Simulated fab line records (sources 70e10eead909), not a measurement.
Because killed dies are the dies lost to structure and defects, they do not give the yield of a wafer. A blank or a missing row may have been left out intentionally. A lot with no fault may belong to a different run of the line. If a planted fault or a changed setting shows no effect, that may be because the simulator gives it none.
A lot that was struck, set against a sound lot || flow nand_harc || 14 out of 1159 route steps
Sound: wafers L598.1, L598.4, L598.5. Struck: wafer L605.4 (L605.1, L605.2, from the same lot, were not struck and are left out); the cause is given at the end.
Order at every step that has rows: each side's tool, ch and its chambers, its first start. Under that, the readings that differ: sound wafers || struck wafers || difference of the means || sigmas: that difference in standard deviations of wafers without a fault.
alike: words and numbers the same on both sides, and readings whose means are apart by under 2 such deviations; not compared: readings that were withheld, readings missing a value for some wafer, numbers with overlapping values and no deviation given by the record, and bounds like >300 which may hide the same value.
Wherever a step has rows on one side only, a row that says differs or no value, or a row with sigmas, the two part there. When numbers do not overlap yet have no deviation, they are printed without sigmas and do not part them. Lack of a reading on every wafer of one side parts them only where that side has two or more wafers.

NHARC_P_GATE_RTA_82: time 30 s.
  sound on rtp_anneal-01 ch 0, day 8 20:49; struck on rtp_anneal-02 ch 0, day 10 13:17
{"reading": "lamp_power_pct (%)", "sound": "3.708 3.710 3.708", "struck": 3.761, "difference": "+0.052", "sigmas": "+2"}
  alike: wafer_temp_C_max
NHARC_P_GATE_INSPECT_68:
  sound: defect_inspect-02 at day 8 21:01; struck: defect_inspect-01 at day 10 13:29
{"reading": "raw_defect_count", "sound": "391 202 366", "struck": 102, "difference": -218, "sigmas": -3}
NHARC_P_CONTACT_DEP_30: deposits SiNx, target thk 30 nm.
  sound on pecvd-01 ch 0,1,2, day 8 21:07; struck on pecvd-02 ch 2, day 10 13:36
  alike: heater_power_w
NHARC_P_CONTACT_DEP_00: deposits SiO2, target thk 500 nm.
  sound on pecvd-01 ch 0,1,2; struck on pecvd-02 ch 2
  alike: chamber_pressure_Torr, heater_power_w, throttle_valve_pct
NHARC_P_CONTACT_CMP_01: polishes SiO2, target thk 200 nm.
  sound on cmp-04 ch 0,2, day 8 21:47; struck on cmp-03 ch 0, day 10 14:16
{"reading": "retaining_ring_pressure_frac", "sound": "1.009 0.999 1.007", "struck": 0.994, "difference": -0.011, "sigmas": -2}
  alike: motor_current_A, slurry_filter_dp_kPa
then, 6 steps without rows for these wafers: NHARC_P_CONTACT_SRD_03; NHARC_P_CONTACT_DEHYDRATE_04 (time 120 s); NHARC_P_CONTACT_HMDS_05 (time 30 s); NHARC_P_CONTACT_COAT_33 (time 75 s); NHARC_P_CONTACT_COAT_34 (time 65 s); NHARC_P_CONTACT_COAT_06 (resist thk 90 nm).
NHARC_P_CONTACT_SOFTBAKE_07: time 55 s.
  sound on litho_track-06 ch 0, day 8 22:00; struck on litho_track-06 ch 0, day 10 14:00
{"reading": "heater_power_total_W (W)", "sound": "188.34 188.44 188.29", "struck": 222.60, "difference": "+34.24", "sigmas": "+99 or more"}
then, 2 steps without rows for these wafers: NHARC_P_CONTACT_EBR_08; NHARC_END_SORT_01.

WHERE THEY PART
Earliest at NHARC_P_GATE_RTA_82; latest, in this record, at NHARC_P_CONTACT_SOFTBAKE_07.

WHY: what had been put in by the simulator
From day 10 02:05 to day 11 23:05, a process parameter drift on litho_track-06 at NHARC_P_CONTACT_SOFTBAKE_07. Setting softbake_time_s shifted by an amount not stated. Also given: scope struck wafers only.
